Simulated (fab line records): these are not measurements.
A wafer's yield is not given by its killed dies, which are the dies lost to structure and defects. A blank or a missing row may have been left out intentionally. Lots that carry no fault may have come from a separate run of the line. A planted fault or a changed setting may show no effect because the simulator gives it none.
fab line records -- flow nandHarc
record lots=6, wafers=18, lastDay=25
route steps=1159 shown A_SLIT@799 A_SIN_REMOVE@804 A_WL_FILL@809
lots that met no fault: from a run of the same line without faults
startH: hours from the record's first day to the start of the lot's first wafer shown -- waitH: time in hours since the lot's previous step -- " repeats the value in the row above -- L1.1+2: one row covering several wafers at once -- - no value present, or no start provided -- * or withheld: withheld -- < > ~ a bound
route shown NAME@n: a module of which the file shows steps, and the number in the route of the first -- usual: mean/standard deviation of fault-free wafers -- same: alike in all rows -- chamber/n: place in a boat -- sites: each site's reading -- _std_site: standard deviation of those values -- _edge_site: inner sites' mean taken away from outer sites' mean -- radiusMm: how far each site lies from the wafer's centre -- mask NAME#n: copy n -- behind: the last tool/chamber to shape the wafer -- hold: reason for holding the lot/hours on hold/outcome of the hold -- device: whichever transistor did not switch (one of n, p or np) -- end of line: the route-end tests of the same wafers -- a step given without rows: its recipe and nothing more -- killed: the dies lost at the first sort to structure and to defects; this is not the yield of the wafer -- map: dies across one wafer; x = killed, . = not, _ = none there
set.NAME: the setting the step ran with; set.NAME@STEP: the setting that earlier step ran with -- model.NAME: the simulator's own value behind a step, which no gauge read
lots at selected steps of the route; one table per step, one row per wafer
services: when a tool's chamber went out of use (startH, in hours from the record's first day, below 0 if earlier), for how many hours, and the reason
## steps
# step NHARC_A_SLIT_ETCH_29
# recipe targetDepthA=1000, overetchA=100, timeS=55, ionEnergyEv=100, cf4FlowSccm=80, o2FlowSccm=20, arFlowSccm=0, rfW=300, biasW=100, chemistry=CF4/O2
# usual chamberPressureMTorr=29.997/0.029, drypumpMotorCurrentA=5.5/0.67, o2FlowSccm=20.01/0.063, oesProductAu=0.998/0.0074, rfVppV=198.1/1.2, showerheadPlenumPTorr=1.35/0.032, throttleValvePct=13.398/0.0094
lot.wafer,tool,chamber,startH,waitH,chamberPressureMTorr,drypumpMotorCurrentA,o2FlowSccm,oesProductAu,rfHoursCounterH,rfVppV,showerheadPlenumPTorr,throttleValvePct
L870.3,rieDiel-07,0,380.34,0.1,29.989,5.5,20.01,1.015,10,197.3,1.30,13.400
L870.2,rieDiel-07,2,380.34,0.1,29.985,5.4,19.99,1.019,11,197.6,1.33,13.381
L870.6,rieDiel-07,0,380.34,0.1,30.028,5.5,19.98,1.005,-,196.2,1.30,13.416
L874.3,rieDiel-06,0,402.79,0.1,29.991,6.2,20.05,0.991,9,197.3,1.32,13.402
L874.2,rieDiel-06,1,402.79,0.1,29.978,4.8,19.91,0.993,9,198.9,1.32,13.392
L874.5,rieDiel-06,2,402.79,0.1,29.983,4.7,20.09,0.998,-,198.4,1.38,13.413
L884.4,rieDiel-06,1,449.13,0.1,29.964,4.9,20.05,1.000,2,197.3,1.32,13.399
L884.1,rieDiel-06,2,449.13,0.1,30.018,4.7,19.96,0.995,2,200.1,1.38,13.406
L884.5,rieDiel-06,2,449.13,0.1,30.012,4.7,19.96,0.996,-,199.9,1.38,13.399
L881.2,rieDiel-06,2,450.11,0.1,30.005,4.7,19.97,1.008,2,199.5,1.38,13.396
L881.4,rieDiel-06,1,450.11,0.1,30.026,4.9,19.93,0.991,2,195.6,1.32,13.389
L881.5,rieDiel-06,3,450.11,0.1,29.967,6.7,20.04,1.005,-,199.4,1.39,13.398
L885.1,rieDiel-01,1,456.89,0.1,29.952,5.4,19.97,0.990,10,197.9,1.30,13.401
L885.5,rieDiel-01,3,456.89,0.1,29.961,5.9,19.97,0.992,-,199.1,1.35,13.402
L885.6,rieDiel-01,0,456.89,0.1,30.008,5.6,20.10,0.983,-,198.6,1.36,13.401
L886.3,rieDiel-01,0,466.68,0.1,30.039,5.6,20.04,0.985,10,196.0,1.36,13.405
L886.6,rieDiel-01,2,466.68,0.1,29.983,4.9,19.91,0.979,-,197.8,1.35,13.396
L886.5,rieDiel-01,3,466.68,0.1,30.020,6.0,19.90,0.985,-,199.3,1.35,13.380
# step NHARC_A_SLIT_STRIP_18
# recipe o2FlowSccm=500, arFlowSccm=0, biasW=0, chemistry=O2
# usual chamberPressureMTorr=60.00/0.058, drypumpMotorCurrentA=5.5/0.67, o2FlowSccm=500.0/1.5, oesProductAu=0.997/0.007, rfVppV=57.8/0.9, showerheadPlenumPTorr=3.57/0.084, throttleValvePct=17.037/0.0093
lot.wafer,tool,chamber,startH,waitH,chamberPressureMTorr,drypumpMotorCurrentA,o2FlowSccm,oesProductAu,rfHoursCounterH,rfVppV,showerheadPlenumPTorr,throttleValvePct
L870.3,rieDiel-07,3,-,-,60.01,4.9,497.6,1.000,11,56.8,3.67,17.055
L870.2,rieDiel-07,1,-,-,59.97,5.6,500.6,0.999,10,58.3,3.69,17.056
L870.6,rieDiel-07,2,-,-,59.96,5.4,499.0,1.010,-,57.4,3.52,17.045
L874.3,rieDiel-06,2,-,-,59.96,4.7,499.3,0.989,10,58.8,3.64,17.036
L874.2,rieDiel-06,0,-,-,60.06,6.3,500.5,0.990,9,59.1,3.50,17.040
L874.5,rieDiel-06,2,-,-,60.02,4.8,499.5,0.996,-,59.2,3.64,17.035
L884.4,rieDiel-06,3,-,-,60.08,6.7,500.0,0.990,2,56.5,3.67,17.045
L884.1,rieDiel-06,0,-,-,60.05,6.3,499.9,0.998,2,59.8,3.50,17.040
L884.5,rieDiel-06,0,-,-,59.89,6.2,498.8,0.999,-,58.1,3.50,17.049
L881.4,rieDiel-06,3,-,-,60.00,6.6,501.4,0.990,2,57.0,3.67,17.032
L881.2,rieDiel-06,2,-,-,60.08,4.7,498.9,0.996,2,57.5,3.64,17.024
L881.5,rieDiel-06,3,-,-,59.95,6.7,499.9,1.003,-,57.2,3.67,17.051
L885.1,rieDiel-01,2,-,-,60.03,4.9,501.9,0.987,10,56.7,3.58,17.032
L885.5,rieDiel-01,1,-,-,59.98,5.3,500.4,0.995,-,56.2,3.43,17.051
L885.6,rieDiel-01,2,-,-,60.05,4.9,500.5,1.000,-,58.3,3.58,17.035
L886.3,rieDiel-01,2,-,-,60.00,4.9,499.6,0.993,10,58.2,3.58,17.024
L886.6,rieDiel-01,0,-,-,59.96,5.6,498.4,0.993,-,58.0,3.58,17.035
L886.5,rieDiel-01,1,-,-,59.92,5.4,502.9,1.006,-,58.6,3.43,17.033
# step NHARC_A_SLIT_PRECLEAN_19
# recipe timeS=*, tempC=50, bathAgeMin=0, chemistry=SC1
# step NHARC_A_SLIT_SRD_20
# step NHARC_A_SLIT_CD_MEAS_21
# usual cdNm=289.4/0.77
lot.wafer,tool,chamber,startH,waitH,cdNm
L870.2,cdSem-03,-,380.87,-,290.2
L870.3,cdSem-03,-,380.87,-,290.3
L870.6,cdSem-03,-,380.87,-,290.8
L874.2,cdSem-01,-,403.32,-,290.3
L874.3,cdSem-01,-,403.32,-,289.8
L874.5,cdSem-01,-,403.32,-,290.4
L884.1,cdSem-03,-,449.67,-,288.6
L884.4,cdSem-03,-,449.67,-,289.6
L884.5,cdSem-03,-,449.67,-,289.3
L881.2,cdSem-01,-,450.66,-,289.6
L881.4,cdSem-01,-,450.66,-,289.1
L881.5,cdSem-01,-,450.66,-,289.2
L885.1,cdSem-02,-,457.41,-,290.4
L885.5,cdSem-02,-,457.41,-,289.8
L885.6,cdSem-02,-,457.41,-,290.8
L886.3,cdSem-02,-,467.21,-,289.9
L886.5,cdSem-02,-,467.21,-,289.9
L886.6,cdSem-02,-,467.21,-,289.9
# step NHARC_A_SIN_REMOVE_WET_00
# recipe tempC=160, timeS=15300, chemistry=H3PO4
# step NHARC_A_SIN_REMOVE_PRECLEAN_01
# recipe timeS=*, tempC=50, bathAgeMin=0, chemistry=SC1
# step NHARC_A_SIN_REMOVE_SRD_02
# step NHARC_A_SIN_REMOVE_INSPECT_04
# usual rawDefectCount=310/91
lot.wafer,tool,chamber,startH,waitH,rawDefectCount
L870.2,defectInspect-02,-,388.59,0.0,336
L870.3,defectInspect-02,-,388.59,0.0,346
L870.6,defectInspect-02,-,388.59,0.0,235
L874.2,defectInspect-01,-,409.30,0.0,192
L874.3,defectInspect-01,-,409.30,0.0,344
L874.5,defectInspect-01,-,409.30,0.0,183
L881.2,defectInspect-01,-,456.23,0.0,357
L881.4,defectInspect-01,-,456.23,0.0,349
L881.5,defectInspect-01,-,456.23,0.0,231
L884.1,defectInspect-02,-,456.24,0.0,448
L884.4,defectInspect-02,-,456.24,0.0,401
L884.5,defectInspect-02,-,456.24,0.0,294
L885.1,defectInspect-02,-,465.12,0.0,196
L885.5,defectInspect-02,-,465.12,0.0,231
L885.6,defectInspect-02,-,465.12,0.0,199
L886.3,defectInspect-01,-,474.90,0.0,307
L886.5,defectInspect-01,-,474.90,0.0,340
L886.6,defectInspect-01,-,474.90,0.0,286
# step NHARC_A_WL_FILL_ALD_00
# recipe targetThkA=30, pulseTimeS=3, aldCycles=30, tempC=300, material=Al2O3
# usual heaterPowerOuterW=265/26, heaterPowerW=474/63, precursorPulseHeightRel=1.002/0.02
# same aldCycles=30
lot.wafer,tool,chamber,startH,waitH,heaterPowerOuterW,heaterPowerW,precursorPulseHeightRel,sinceWetCleanH
L870.3,aldHk-03,1,388.68,0.1,310,649,0.968,57
L870.2,aldHk-03,2,388.68,0.1,269,458,0.999,57
L870.6,aldHk-03,1,388.68,0.1,310,631,0.991,-
L874.2,aldHk-03,0,409.36,0.1,284,511,1.002,77
L874.3,aldHk-03,3,409.36,0.1,235,425,0.982,77
L874.5,aldHk-03,1,409.36,0.1,317,629,1.008,-
L881.2,aldHk-02,0,456.32,0.1,227,396,1.000,165
L881.4,aldHk-02,2,456.32,0.1,271,506,1.058,165
L881.5,aldHk-02,3,456.32,0.1,215,425,1.015,-
L884.4,aldHk-02,3,456.48,0.2,208,420,0.999,165
L884.1,aldHk-02,1,456.48,0.2,275,460,1.030,165
L884.5,aldHk-02,3,456.48,0.2,220,415,0.986,-
L885.1,aldHk-03,1,465.26,0.1,323,640,1.025,133
L885.6,aldHk-03,2,465.26,0.1,278,456,1.012,-
L885.5,aldHk-03,3,465.26,0.1,237,421,1.013,-
L886.3,aldHk-03,0,475.02,0.1,279,517,1.034,143
L886.5,aldHk-03,2,475.02,0.1,270,454,0.991,-
L886.6,aldHk-03,3,475.02,0.1,240,433,0.988,-
# step NHARC_A_WL_FILL_RTA_01
# recipe tempC=1000, timeS=5
# usual lampPowerPct=33/3.6, lamp_zone_7_pct=33/3.6, wafer_temp_C_max=1003.8/1.1
lot.wafer,tool,chamber,startH,waitH,lampPowerPct,lamp_zone_7_pct,wafer_temp_C_max
L870.2,rtpAnneal-01,0,388.94,-,29,30,1005.2
L870.3,rtpAnneal-01,0,388.94,-,29,30,1005.2
L870.6,rtpAnneal-01,0,388.94,-,29,30,1004.7
L874.2,rtpAnneal-02,0,409.65,-,36,37,1004.9
L874.3,rtpAnneal-02,0,409.65,-,36,37,1002.7
L874.5,rtpAnneal-02,0,409.65,-,36,37,1002.9
L881.2,rtpAnneal-02,0,456.58,-,36,37,1002.3
L881.4,rtpAnneal-02,0,456.58,-,36,37,1003.8
L881.5,rtpAnneal-02,0,456.58,-,36,37,1002.8
L884.1,rtpAnneal-01,0,456.72,-,29,30,1002.8
L884.4,rtpAnneal-01,0,456.72,-,29,30,1006.0
L884.5,rtpAnneal-01,0,456.72,-,29,30,1004.7
L885.1,rtpAnneal-02,0,465.44,-,36,37,1004.9
L885.5,rtpAnneal-02,0,465.44,-,36,37,1003.1
L885.6,rtpAnneal-02,0,465.44,-,36,37,1004.1
L886.3,rtpAnneal-01,0,475.58,-,29,30,1005.3
L886.5,rtpAnneal-01,0,475.58,-,29,30,1003.8
L886.6,rtpAnneal-01,0,475.58,-,29,30,1003.3
# step NHARC_A_WL_FILL_ALD_02
# recipe targetThkA=20, pulseTimeS=3, aldCycles=100, tempC=450, material=TiN
# usual aldCycles=100/0, heaterPowerOuterW=684/68, heaterPowerW=1095/130, precursorPulseHeightRel=1.002/0.018
lot.wafer,tool,chamber,startH,waitH,aldCycles,heaterPowerOuterW,heaterPowerW,precursorPulseHeightRel,sinceWetCleanH
L870.3,aldMetal-03,2,389.18,0.2,100,621,1067,0.998,57
L870.2,aldMetal-03,3,389.18,0.2,100,663,1092,1.027,57
L870.6,aldMetal-03,3,389.18,0.2,100,683,1047,0.979,-
L874.2,aldMetal-02,1,409.91,0.2,100,812,1248,0.991,36
L874.3,aldMetal-02,2,409.91,0.2,100,745,1310,0.987,36
L874.5,aldMetal-02,3,409.91,0.2,100,608,990,0.969,-
L881.2,aldMetal-04,0,456.77,0.2,-,-,-,-,-
L881.4,aldMetal-04,3,456.77,0.2,-,-,-,-,-
L881.5,aldMetal-04,1,456.77,0.2,-,-,-,-,-
L884.1,aldMetal-03,1,457.03,0.3,-,-,-,-,-
L884.4,aldMetal-03,2,457.03,0.3,-,-,-,-,-
L884.5,aldMetal-03,0,457.03,0.3,-,-,-,-,-
L885.1,aldMetal-03,2,465.73,0.3,100,625,1078,0.994,134
L885.5,aldMetal-03,0,465.73,0.3,100,688,1102,0.970,-
L885.6,aldMetal-03,1,465.73,0.3,100,728,1134,0.997,-
L886.3,aldMetal-04,3,475.81,0.2,100,794,1215,0.991,60
L886.5,aldMetal-04,1,475.81,0.2,100,597,985,1.008,-
L886.6,aldMetal-04,2,475.81,0.2,100,648,1025,0.996,-
## services
tool,chamber,startH,hours,kind
aldMetal-02,3,363.53,25.2,repair
aldMetal-02,-,364.00,10.0,pm
rieDiel-06,0,372.97,-,clean
rieDiel-06,1,372.97,-,clean
rieDiel-06,2,372.97,-,clean
rieDiel-06,3,372.97,-,clean
aldMetal-03,1,388.82,27.6,repair
rieDiel-06,0,397.47,-,clean
rieDiel-06,1,397.47,-,clean
rieDiel-06,2,397.47,-,clean
rieDiel-06,3,397.47,-,clean
aldMetal-03,3,400.31,5.2,repair
rieDiel-01,0,401.18,2.2,repair
rieDiel-07,-,405.46,9.0,pm
aldMetal-04,-,406.00,10.0,pm
rieDiel-07,1,417.59,13.4,repair
rieDiel-06,-,418.47,9.0,pm
rieDiel-06,0,418.47,9.0,ventCycle
rieDiel-01,3,420.44,7.2,repair
aldMetal-04,3,421.96,20.8,repair
rieDiel-07,1,446.44,3.4,repair
rieDiel-01,1,458.10,4.9,repair
rieDiel-07,1,462.03,5.3,repair
aldHk-02,-,462.41,10.0,pm
## key
firstSign step=NHARC_A_WL_FILL_ALD_02, reading=toolRecord, direction=missing
effect none on later readings
metAt NHARC_A_WL_FILL_ALD_02
struckWafers L881.2,L881.4,L881.5,L884.1,L884.4,L884.5
laterRowsLeftOut L881.2,L881.4,L881.5,L884.1,L884.4,L884.5
sortLeftOut L881.2,L881.4,L881.5,L884.1,L884.4,L884.5
testerLeftOut L881,L884
onsetBetween 389.18 456.77
fault kind=skippedStepWhole, tool=aldMetal-03,aldMetal-04, chamber=-, onsetH=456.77, steps=NHARC_A_WL_FILL_ALD_02, scope=struckLotsOnly
# testerLeftOut: of these lots the tester's yield and bins aren't shown, on N5 and GAA mostly nor the transistor test; their killed dies are dies lost to structure and defects alone, not to doping, threshold or leakage, so they don't give the yield
# sortLeftOut: the simulated sort isn't trusted on such a fault, so these wafers' sort isn't shown, and their yield isn't known
# laterRowsLeftOut: the simulator's readings of these wafers behind a module that went badly wrong aren't trusted and aren't shown, but for the sort
